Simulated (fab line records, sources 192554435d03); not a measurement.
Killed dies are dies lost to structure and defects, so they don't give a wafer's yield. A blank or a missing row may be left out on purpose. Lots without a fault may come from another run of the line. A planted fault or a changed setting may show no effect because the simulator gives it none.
fab line records | flow n5_finfet | part 1 of 2: steps 1 to 21 of 29
record lots=5 wafers=15 last_day=16
route steps=1938 shown SDB@350 DUMMY_REMOVAL@377
lots that met no fault: from a run of the same line without faults
start_h: hours from the record's first day to the start of the lot's first wafer shown | wait_h: hours since the lot's step before | " the same as in the row above | L1.1+2: a row that stands for several wafers | - no value, or no start given | * or withheld: withheld | < > ~ a bound
route shown NAME@n: a module of which the file shows steps, and the number in the route of the first | usual: mean/standard deviation of fault-free wafers | same: alike in all rows | chamber/n: place in a boat | sites: the reading at each site | _std_site: their standard deviation | _edge_site: outer sites' mean less inner sites' | radius_mm: how far each site lies from the wafer's centre | mask NAME#n: copy n | behind: the tool/chamber that last shaped the wafer | hold: why the lot was held/for how many hours/how that ended | device: the transistor (n, p or np) that didn't switch | end of line: the same wafers' tests at the end of the route | a step without rows: its recipe alone | killed: dies lost to structure and defects at the first sort, not the wafer's yield | map: a wafer's dies, x killed, . not, _ none there
set.NAME: the setting as run; set.NAME@STEP: as run at that earlier step | model.NAME: the simulator's own value behind a step, which no gauge read
lots at some steps of the route; a table a step, a row a wafer
services: from which hour (start_h, from the record's first day; less than 0 if before it) a tool's chamber was out of use, for how many hours, and why
## steps
# step N5_SDB_COAT_05
# recipe resist=CAR-ArF spin_rpm=1500 resist_thk_nm=90
# columns lot.wafer tool chamber start_h wait_h
L074.1+2+6 litho_track-02 0 - -
L077.2+4+5 litho_track-02 0 - -
L081.3+4+6 litho_track-02 0 - -
L085.1+3+5 litho_track-02 0 - -
L093.2+3+5 litho_track-05 0 - -
# step N5_SDB_EBR_07
# recipe solvent=PGMEA ebr_width_mm=1.5
# columns lot.wafer tool chamber start_h wait_h
L074.1+2+6 litho_track-02 0 - -
L077.2+4+5 litho_track-02 0 - -
L081.3+4+6 litho_track-02 0 - -
L085.1+3+5 litho_track-02 0 - -
L093.2+3+5 litho_track-05 0 - -
# step N5_SDB_SOFTBAKE_06
# recipe temp_c=110 time_s=60 resist=CAR-ArF
# columns lot.wafer tool chamber start_h wait_h
L074.1+2+6 litho_track-02 0 - -
L077.2+4+5 litho_track-02 0 - -
L081.3+4+6 litho_track-02 0 - -
L085.1+3+5 litho_track-02 0 - -
L093.2+3+5 litho_track-05 0 - -
# step N5_SDB_EXPOSE_08
# recipe mask_id=SDB na=1.35 source_shape=conventional sigma_outer=0.5 polarization=unpolarized dose_mj=49.6
# same na=1.35
# columns lot.wafer tool chamber start_h wait_h mask
L074.1+2+6 arfi_scanner-02 0 70.22 - SDB#0
L077.2+4+5 arfi_scanner-01 0 83.07 - SDB#0
L081.3+4+6 arfi_scanner-02 0 109.73 - SDB#0
L085.1+3+5 arfi_scanner-02 0 139.64 - SDB#0
L093.2+3+5 arfi_scanner-02 0 184.37 - SDB#0
# step N5_SDB_PEB_09
# recipe peb_temp_c=withheld peb_time_s=60 resist=CAR-ArF
# columns lot.wafer tool chamber start_h wait_h
L074.1+2+6 litho_track-03 0 70.28 0.1
L077.2+4+5 litho_track-03 0 83.12 0.0
L081.3+4+6 litho_track-02 0 109.78 0.0
L085.1+3+5 litho_track-05 0 139.70 0.1
L093.2+3+5 litho_track-03 0 184.42 0.0
# step N5_SDB_DEVELOP_10
# recipe develop_time_s=30 developer=TMAH resist=CAR-ArF rinse_liquid=diw dry=air_spin dev_temp_c=23
# columns lot.wafer tool chamber start_h wait_h
L074.1+2+6 litho_track-03 0 - -
L077.2+4+5 litho_track-03 0 - -
L081.3+4+6 litho_track-02 0 - -
L085.1+3+5 litho_track-05 0 - -
L093.2+3+5 litho_track-03 0 - -
# step N5_SDB_CD_MEAS_11
# recipe target_cd_nm=50 landing_energy_ev=500 detector=se_inlens polarity=opening
# usual cd_nm=50.4/0.87
# columns lot.wafer tool chamber start_h wait_h cd_nm
L074.1 cd_sem-02 0 70.35 - 49.8
L074.2 " 0 " " 49.6
L074.6 " 0 " " 50.0
L077.2 cd_sem-02 0 83.19 - 50.9
L077.4 " 0 " " 51.0
L077.5 " 0 " " 50.6
L081.3 cd_sem-01 0 109.85 - 49.5
L081.4 " 0 " " 51.1
L081.6 " 0 " " 48.6
L085.1 cd_sem-02 0 139.77 - 49.5
L085.3 " 0 " " 50.0
L085.5 " 0 " " 50.0
L093.2 cd_sem-01 0 184.49 - 50.3
L093.3 " 0 " " 51.7
L093.5 " 0 " " 50.8
# step N5_SDB_OVL_MEAS_12
# recipe points_per_wafer=44
# usual SDB_OVL=0.1/0.77
# columns lot.wafer tool chamber start_h wait_h SDB_OVL[nm]
L074.1 overlay-01 0 70.38 0.0 -0.3
L074.2 " 0 " " -0.5
L074.6 " 0 " " 0.8
L077.2 overlay-01 0 83.22 0.0 -0.2
L077.4 " 0 " " -1.0
L077.5 " 0 " " -1.0
L081.3 overlay-02 0 109.88 0.0 -0.5
L081.4 " 0 " " -0.2
L081.6 " 0 " " -0.7
L085.1 overlay-02 0 139.80 0.0 -0.7
L085.3 " 0 " " -0.8
L085.5 " 0 " " -0.9
L093.2 overlay-01 0 184.52 0.0 -1.0
L093.3 " 0 " " 0.0
L093.5 " 0 " " 0.7
# step N5_SDB_INSPECT_13
# recipe mode=adi inspect_instrument=brightfield
# usual raw_defect_count=78/37
# columns lot.wafer tool chamber start_h wait_h raw_defect_count
L074.1 defect_inspect-01 - 70.40 0.0 172
L074.2 " - " " 90
L074.6 " - " " 121
L077.2 defect_inspect-02 - 83.24 0.0 100
L077.4 " - " " 103
L077.5 " - " " 116
L081.3 defect_inspect-02 - 109.90 0.0 43
L081.4 " - " " 30
L081.6 " - " " 37
L085.1 defect_inspect-01 - 139.82 0.0 89
L085.3 " - " " 43
L085.5 " - " " 67
L093.2 defect_inspect-02 - 184.55 0.0 84
L093.3 " - " " 63
L093.5 " - " " 67
# step N5_SDB_DESCUM_16
# recipe chemistry=O2 time_s=7.9 source_power_w=50 bias_power_w=20 pressure_mtorr=20 rf_frequency_hz=2.712e+07 temp_c=40 resist=CAR-ArF o2_flow_sccm=225
# usual drypump_motor_current_A=5.7/0.48 oes_product_au=0.78/0.092 rf_vpp_V=243.4/1.5 showerhead_plenum_p_Torr=2.11/0.082 throttle_valve_pct=20.44/0.29
# columns lot.wafer tool chamber start_h wait_h drypump_motor_current_A oes_product_au rf_hours_counter_h rf_vpp_V showerhead_plenum_p_Torr throttle_valve_pct
L074.1 rie_diel-02 2 70.44 0.0 5.9 0.75 156 243.8 2.19 20.35
L074.2 " 0 " " 6.3 0.78 138 243.4 2.10 20.17
L074.6 " 1 " " 6.6 0.85 - 245.5 2.22 20.14
L077.2 rie_diel-02 0 83.28 0.0 6.4 0.77 141 243.5 2.10 20.17
L077.4 " 3 " " 5.7 0.69 200 241.7 2.07 20.41
L077.5 " 2 " " 5.9 0.75 - 245.3 2.19 20.37
L081.3 rie_diel-02 3 109.94 0.0 5.8 0.69 208 241.3 2.07 20.44
L081.4 " 1 " " 6.6 0.85 63 244.3 2.22 20.15
L081.6 " 2 " " 5.9 0.75 - 245.6 2.18 20.39
L085.1 rie_diel-06 1 139.85 0.0 5.9 0.67 237 240.2 1.97 20.89
L085.3 " 3 " " 5.7 0.91 19 244.9 2.22 20.19
L085.5 " 0 " " 5.8 0.69 - 242.6 2.08 20.85
L093.2 rie_diel-05 3 184.58 0.0 4.8 0.70 198 243.6 2.15 20.40
L093.3 " 0 " " 5.9 0.92 27 243.1 2.04 20.00
L093.5 " 3 " " 4.8 0.70 - 243.6 2.15 20.40
# step N5_SDB_ETCH_17
# recipe chemistry=CF4 target=SiARC target_depth_a=234 mask_material=CAR-ArF time_s=39 ion_energy_ev=80 pressure_mtorr=40 source_w=545 bias_w=36 Ar_flow_sccm=100 cf4_flow_sccm=100 ends=cleared
# usual drypump_motor_current_A=5.7/0.49 etch_rf_on_time_s=39.0/0.64 oes_product_au=0.67/0.078 rf_vpp_V=184.1/1.2 showerhead_plenum_p_Torr=2.16/0.079 throttle_valve_pct=15.63/0.29
# columns lot.wafer tool chamber start_h wait_h drypump_motor_current_A etch_rf_on_time_s oes_product_au rf_hours_counter_h rf_vpp_V showerhead_plenum_p_Torr throttle_valve_pct
L074.1 rie_diel-02 2 70.47 0.0 5.9 38.9 0.65 156 184.5 2.22 15.51
L074.2 " 0 " " 6.4 38.7 0.67 138 184.8 2.14 15.37
L074.6 " 1 " " 6.6 38.3 0.73 - 186.1 2.26 15.27
L077.2 rie_diel-02 0 83.31 0.0 6.4 38.3 0.67 141 184.3 2.14 15.38
L077.4 " 3 " " 5.8 39.7 0.60 200 184.2 2.12 15.62
L077.5 " 2 " " 5.9 39.1 0.64 - 184.2 2.22 15.50
L081.3 rie_diel-02 3 109.97 0.0 5.7 39.6 0.59 208 184.3 2.12 15.67
L081.4 " 1 " " 6.6 38.6 0.71 63 185.6 2.26 15.32
L081.6 " 2 " " 5.9 39.4 0.64 - 184.9 2.22 15.50
L085.1 rie_diel-06 1 139.89 0.0 5.9 39.2 0.59 237 183.0 2.03 16.16
L085.3 " 3 " " 5.7 38.3 0.78 19 184.9 2.27 15.35
L085.5 " 0 " " 5.8 39.2 0.59 - 183.7 2.11 15.95
L093.2 rie_diel-05 3 184.61 0.0 4.9 39.8 0.60 198 182.6 2.21 15.71
L093.3 " 0 " " 5.9 38.3 0.78 27 183.7 2.10 15.20
L093.5 " 3 " " 4.8 39.7 0.61 - 183.8 2.21 15.71
# step N5_SDB_ETCH_18
# recipe chemistry=N2/H2 target=SOC target_depth_a=1000 overetch_a=200 mask_material=SiARC temp_c=40 time_s=150 ion_energy_ev=200 pressure_mtorr=30 source_w=840 bias_w=150 n2_flow_sccm=200 h2_flow_sccm=200
# usual drypump_motor_current_A=5.7/0.49 oes_product_au=0.70/0.077 rf_vpp_V=524.5/2.8 showerhead_plenum_p_Torr=2.57/0.1 throttle_valve_pct=17.9/0.32
# columns lot.wafer tool chamber start_h wait_h drypump_motor_current_A oes_product_au rf_hours_counter_h rf_vpp_V showerhead_plenum_p_Torr throttle_valve_pct
L074.1 rie_diel-02 2 70.51 0.0 5.9 0.68 156 527.3 2.65 17.8
L074.2 " 0 " " 6.4 0.68 138 522.9 2.55 17.5
L074.6 " 1 " " 6.6 0.76 - 528.8 2.70 17.5
L077.2 rie_diel-02 0 83.35 0.0 6.4 0.69 141 522.9 2.54 17.6
L077.4 " 3 " " 5.8 0.63 200 522.4 2.52 17.9
L077.5 " 2 " " 5.9 0.67 - 527.1 2.65 17.8
L081.3 rie_diel-02 3 110.01 0.0 5.8 0.62 208 525.0 2.52 17.9
L081.4 " 1 " " 6.6 0.75 63 527.7 2.69 17.5
L081.6 " 2 " " 5.9 0.67 - 525.8 2.64 17.8
L085.1 rie_diel-06 1 139.92 0.0 5.9 0.61 237 519.9 2.41 18.5
L085.3 " 3 " " 5.8 0.81 19 527.8 2.71 17.6
L085.5 " 0 " " 5.8 0.62 - 520.4 2.52 18.3
L093.2 rie_diel-05 3 184.65 0.0 4.9 0.63 198 526.4 2.64 17.9
L093.3 " 0 " " 5.9 0.81 27 522.9 2.48 17.5
L093.5 " 3 " " 4.8 0.63 - 526.9 2.64 17.9
# step N5_SDB_STRIP_19
# recipe chemistry=N2/H2 temp_c=40 n2_flow_sccm=200 h2_flow_sccm=200 rf_frequency_hz=6e+07
# columns lot.wafer tool chamber start_h wait_h
L074.1+2+6 rie_diel-02 2,0,1 70.64 0.1
L077.2+4+5 rie_diel-02 0,3,2 83.47 0.1
L081.3+4+6 rie_diel-02 3,1,2 110.13 0.1
L085.1+3+5 rie_diel-06 1,3,0 140.05 0.1
L093.2+3+5 rie_diel-05 3,0,3 184.78 0.1
# step N5_SDB_STRIP_21
# recipe chemistry=CF4 resist=SiARC power_w=300 bias_power_w=75 pressure_mtorr=50 cf4_flow_sccm=150 rf_frequency_hz=6e+07
# usual drypump_motor_current_A=5.7/0.48 oes_product_au=0.77/0.084 rf_vpp_V=271.5/1.6 showerhead_plenum_p_Torr=1.81/0.066 throttle_valve_pct=13.61/0.3
# columns lot.wafer tool chamber start_h wait_h drypump_motor_current_A oes_product_au rf_hours_counter_h rf_vpp_V showerhead_plenum_p_Torr throttle_valve_pct
L074.1 rie_diel-02 2 70.65 0.0 5.9 0.76 156 270.7 1.86 13.50
L074.2 " 0 " " 6.4 0.76 138 270.9 1.79 13.35
L074.6 " 1 " " 6.5 0.84 - 273.0 1.90 13.30
L077.2 rie_diel-02 0 83.48 0.0 6.4 0.77 141 271.1 1.79 13.35
L077.4 " 3 " " 5.7 0.69 200 269.3 1.78 13.64
L077.5 " 2 " " 5.9 0.75 - 272.9 1.86 13.51
L081.3 rie_diel-02 3 110.14 0.0 5.8 0.69 208 272.0 1.77 13.68
L081.4 " 1 " " 6.5 0.83 63 273.0 1.90 13.32
L081.6 " 2 " " 5.9 0.75 - 273.2 1.86 13.52
L085.1 rie_diel-06 1 140.06 0.0 5.9 0.68 237 270.5 1.71 14.16
L085.3 " 3 " " 5.8 0.90 19 273.0 1.90 13.29
L085.5 " 0 " " 5.8 0.69 - 270.8 1.77 13.93
L093.2 rie_diel-05 3 184.79 0.0 4.8 0.70 198 272.5 1.86 13.74
L093.3 " 0 " " 5.9 0.89 27 269.4 1.76 13.16
L093.5 " 3 " " 4.8 0.70 - 272.6 1.86 13.75
# step N5_SDB_HM_OPEN_20
# recipe chemistry=CH3F/O2 target=SiNx mask_material=SOC target_depth_a=240 stop_on=poly-Si over_etch_frac=0.4 ion_energy_ev=120 pressure_mtorr=30 source_w=395 bias_w=73 Ar_flow_sccm=150 CH3F_flow_sccm=30 O2_flow_sccm=20
# usual drypump_motor_current_A=5.7/0.48 oes_product_au=0.64/0.071 rf_vpp_V=299/3.6 showerhead_plenum_p_Torr=2.02/0.077 throttle_valve_pct=16.34/0.29
# columns lot.wafer tool chamber start_h wait_h drypump_motor_current_A oes_product_au rf_hours_counter_h rf_vpp_V showerhead_plenum_p_Torr throttle_valve_pct
L074.1 rie_diel-02 2 70.67 0.0 5.9 0.62 156 303 2.08 16.22
L074.2 " 0 " " 6.4 0.63 138 301 2.00 16.11
L074.6 " 1 " " 6.5 0.70 - 299 2.11 16.00
L077.2 rie_diel-02 0 83.50 0.0 6.3 0.62 141 300 2.00 16.10
L077.4 " 3 " " 5.8 0.58 200 299 1.98 16.38
L077.5 " 2 " " 5.9 0.63 - 304 2.08 16.20
L081.3 rie_diel-02 3 110.16 0.0 5.8 0.56 208 301 1.98 16.40
L081.4 " 1 " " 6.6 0.67 63 299 2.11 15.99
L081.6 " 2 " " 5.9 0.62 - 302 2.07 16.23
L085.1 rie_diel-06 1 140.08 0.0 5.9 0.57 237 296 1.89 16.88
L085.3 " 3 " " 5.7 0.74 19 302 2.13 16.12
L085.5 " 0 " " 5.8 0.58 - 292 1.97 16.67
L093.2 rie_diel-05 3 184.81 0.0 4.8 0.57 198 299 2.07 16.42
L093.3 " 0 " " 5.9 0.74 27 295 1.95 15.91
L093.5 " 3 " " 4.8 0.58 - 300 2.07 16.43
# step N5_SDB_STRIP_22
# recipe chemistry=N2/H2 power_w=1000 temp_c=250 h2_frac=0.65 overash_fraction=0.3 pressure_mtorr=withheld n2_flow_sccm=1750 h2_flow_sccm=3250
# usual drypump_motor_current_A=5.50/0.18 heater_power_w=353/22 oes_product_au=0.715/0.005 strip_time_to_endpoint_s=96.2/0.37
# columns lot.wafer tool chamber start_h wait_h drypump_motor_current_A heater_power_w oes_product_au rf_hours_counter_h strip_time_to_endpoint_s
L074.1 plasma_asher-01 0 70.75 0.1 5.57 362 0.721 90 96.5
L074.2 " 1 " " 5.26 350 0.718 90 95.9
L074.6 " 0 " " 5.56 375 0.720 - 96.3
L077.2 plasma_asher-02 0 83.58 0.1 5.78 383 0.712 37 96.7
L077.4 " 1 " " 5.43 324 0.720 - 96.7
L077.5 " 1 " " 5.41 322 0.714 - 96.4
L081.3 plasma_asher-01 1 110.28 0.1 5.26 336 0.718 - 96.0
L081.4 " 0 " " 5.56 368 0.715 - 95.6
L081.6 " 0 " " 5.59 377 0.711 - 95.8
L085.1 plasma_asher-01 0 140.16 0.1 5.56 370 0.716 104 96.0
L085.3 " 0 " " 5.57 370 0.706 - 95.7
L085.5 " 0 " " 5.60 374 0.723 - 96.2
L093.2 plasma_asher-02 1 184.89 0.1 5.41 333 0.718 58 96.6
L093.3 " 1 " " 5.40 333 0.724 - 96.2
L093.5 " 1 " " 5.40 333 0.720 - 96.8
# step N5_SDB_PRECLEAN_23
# recipe chemistry=dHF time_s=30 temp_c=25 dilution=withheld
# columns lot.wafer tool chamber start_h wait_h
L074.1+2+6 wet_bench-03 4,7,0 70.89 0.1
L077.2+4+5 wet_bench-06 5,4,1 83.73 0.1
L081.3+4+6 wet_bench-01 4,1,0 110.41 0.1
L085.1+3+5 wet_bench-01 3,7,2 140.31 0.1
L093.2+3+5 wet_bench-01 0,4,7 185.30 0.4
# step N5_SDB_DUMMY_REMOVE_24
# recipe chemistry=TMAH temp_c=70 target=poly-Si stop_on=SiO2 target_depth_nm=142 conc_wt_pct=5 time_s=57 dry=ipa_marangoni rinse_time_s=30 rinse_temp_c=23
# usual rinse_temp_c=23.01/0.1
# columns lot.wafer tool chamber start_h wait_h rinse_temp_c
L074.1 wet_bench-03 4 70.91 0.0 23.05
L074.2 " 7 " " 23.15
L074.6 " 0 " " 22.96
L077.2 wet_bench-06 5 83.74 0.0 22.88
L077.4 " 4 " " 23.30
L077.5 " 1 " " 22.98
L081.3 wet_bench-01 4 110.42 0.0 22.86
L081.4 " 1 " " 23.09
L081.6 " 0 " " 22.95
L085.1 wet_bench-01 3 140.32 0.0 23.11
L085.3 " 7 " " 23.26
L085.5 " 2 " " 23.15
L093.2 wet_bench-01 0 185.31 0.0 22.99
L093.3 " 4 " " 22.80
L093.5 " 7 " " 23.17
# step N5_SDB_ETCH_25
# recipe chemistry=C4F6/O2 target=SiO2 target_depth_a=100 time_s=3.3 ion_energy_ev=250 mask_material=SiNx pressure_mtorr=30 source_w=345 bias_w=185 Ar_flow_sccm=300 C4F6_flow_sccm=10 O2_flow_sccm=10
# usual drypump_motor_current_A=5.8/0.51 oes_product_au=0.78/0.095 rf_vpp_V=671/6.8 showerhead_plenum_p_Torr=2.87/0.1 throttle_valve_pct=21.13/0.26
# columns lot.wafer tool chamber start_h wait_h drypump_motor_current_A oes_product_au rf_hours_counter_h rf_vpp_V showerhead_plenum_p_Torr throttle_valve_pct
L074.1 rie_diel-05 3 70.97 0.0 4.8 0.73 156 672 2.96 21.12
L074.2 " 1 " " 5.2 0.89 36 684 2.89 21.36
L074.6 " 1 " " 5.2 0.89 - 684 2.89 21.35
L077.2 rie_diel-06 3 83.80 0.0 5.8 0.96 2 678 3.03 20.97
L077.4 " 2 " " 5.1 0.74 157 665 2.73 21.45
L077.5 " 2 " " 5.1 0.74 - 666 2.73 21.44
L081.3 rie_diel-06 3 110.48 0.0 5.8 0.93 12 677 3.03 20.99
L081.4 " 2 " " 5.1 0.74 167 665 2.72 21.45
L081.6 " 0 " " 5.8 0.70 - 655 2.81 21.47
L085.1 rie_diel-02 3 140.49 0.1 5.8 0.68 218 671 2.81 21.15
L085.3 " 0 " " 6.4 0.76 158 672 2.84 20.93
L085.5 " 1 " " 6.6 0.82 - 670 2.98 20.81
L093.2 rie_diel-02 0 185.53 0.2 6.4 0.75 176 671 2.83 20.95
L093.3 " 3 " " 5.8 0.67 237 671 2.80 21.19
L093.5 " 1 " " 6.5 0.82 - 670 2.98 20.83
# step N5_SDB_CUT_ETCH_26
# recipe chemistry=HBr/Cl2/O2 target=Si target_depth_a=1296 bt_time_s=20 mask_material=SiNx time_s=51.8 ion_energy_ev=* bias_w=* pressure_mtorr=10 icp_w=800 HBr_flow_sccm=150 Cl2_flow_sccm=80 O2_flow_sccm=12
# usual drypump_motor_current_A=5.7/0.54 oes_product_au=1.008/0.016 throttle_valve_pct=37.17/0.25
# columns lot.wafer tool chamber start_h wait_h drypump_motor_current_A oes_product_au rf_hours_counter_h throttle_valve_pct
L074.1 rie_si-04 0 71.05 0.1 5.7 1.012 150 37.15
L074.2 " 2 " " 6.7 0.996 96 36.82
L074.6 " 2 " " 6.7 1.000 - 36.83
L077.2 rie_si-01 0 83.89 0.1 5.1 1.034 43 37.27
L077.4 " 3 " " 5.1 1.004 114 37.18
L077.5 " 1 " " 5.4 0.993 - 37.59
L081.3 rie_si-04 2 110.56 0.1 6.7 1.007 97 36.82
L081.4 " 1 " " 4.9 1.018 132 37.39
L081.6 " 1 " " 4.9 1.019 - 37.37
L085.1 rie_si-03 1 140.58 0.1 5.9 1.013 100 37.50
L085.3 " 3 " " 6.1 1.032 109 37.18
L085.5 " 1 " " 5.9 1.012 - 37.50
L093.2 rie_si-04 2 185.62 0.1 6.8 1.004 98 36.82
L093.3 " 1 " " 4.9 1.018 133 37.39
L093.5 " 0 " " 5.6 1.012 - 37.14
# step N5_SDB_PRECLEAN_38
# recipe chemistry=dHF time_s=10 dilution=750:1 temp_c=25
# columns lot.wafer tool chamber start_h wait_h
L074.1+2+6 wet_bench-01 5,2,4 71.17 0.1
L077.2+4+5 wet_bench-03 5,6,4 84.00 0.1
L081.3+4+6 wet_bench-06 2,7,3 110.69 0.1
L085.1+3+5 wet_bench-06 1,6,7 140.71 0.1
L093.2+3+5 wet_bench-03 6,2,7 185.74 0.1
